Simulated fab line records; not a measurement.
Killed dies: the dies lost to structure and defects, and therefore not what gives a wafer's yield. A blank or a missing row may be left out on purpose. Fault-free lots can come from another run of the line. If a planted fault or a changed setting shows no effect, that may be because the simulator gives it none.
Matching of chambers ; flow nand_harc ; NHARC_THIN_TSV_DESCUM_35 on rie_diel-09: 4 sister chambers
The step chemistry O2, time 3 s. 14 wafers are shown with their chamber, then 7 later ones without.

WAFERS WITH THEIR CHAMBER
wafer;chamber;drypump_motor_current_A (A);oes_product_au (a.u.);chamber_pressure_mTorr (mTorr)
L681.4;2;5.3;1.009;60.07
L681.5;1;4.8;1.000;60.04
L681.6;2;5.3;1.006;60.06
L683.2;2;5.3;1.006;60.04
L683.4;0;5.5;1.007;60.05
L683.5;0;5.6;1.003;59.95
L684.1;2;5.3;1.000;60.00
L684.3;0;5.6;0.992;60.06
L684.6;1;4.8;0.995;60.05
L687.2;0;5.6;0.990;59.96
L687.3;2;5.3;1.005;60.04
L687.4;3;5.8;1.012;59.99
L686.1;0;5.5;1.002;60.11
L686.2;2;5.3;1.003;60.08

SIGNATURES, as means of the wafers listed above
reading;chamber 0;chamber 1;chamber 2;chamber 3;scatter within a chamber
drypump_motor_current_A;5.560;4.800;5.300;5.800;0.0346
oes_product_au;0.99880;0.99750;1.00483;1.01200;0.00527
chamber_pressure_mTorr;60.0260;60.0450;60.0483;59.9900;0.048
Rule: distance of a wafer from a chamber = root of the sum over the readings of ((wafer's reading minus chamber's mean) / reading's scatter) squared. If the next closest chamber is less than 2 further off than the closest, the wafer can't be placed; otherwise it belongs to the closest. The scatter is the square root of a quotient: the sum, over the shown wafers, of each reading's squared deviation from its chamber's mean, divided by wafers minus chambers.

WAFERS WITH NO CHAMBER GIVEN
wafer;drypump_motor_current_A (A);oes_product_au (a.u.);chamber_pressure_mTorr (mTorr)
L686.4;4.8;1.001;60.00
L694.2;5.8;1.011;60.04
L694.3;5.6;1.017;59.94
L694.6;5.7;1.014;60.07
L703.1;5.3;1.010;60.03
L703.3;5.7;1.011;59.92
L703.4;5.6;1.015;59.95

WHICH CHAMBER EACH WENT THROUGH
wafer;from the rows above;in truth
L686.4;1;1
L694.2;3;3
L694.3;can't be placed: 0 or 3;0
L694.6;can't be placed: 3 or 0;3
L703.1;2;2
L703.3;can't be placed: 3 or 0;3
L703.4;0;0
4 of 7 placed correctly. Cannot be placed on the basis of these rows: 3; the candidates contain the true chamber in 3. Placed wrongly: 0.
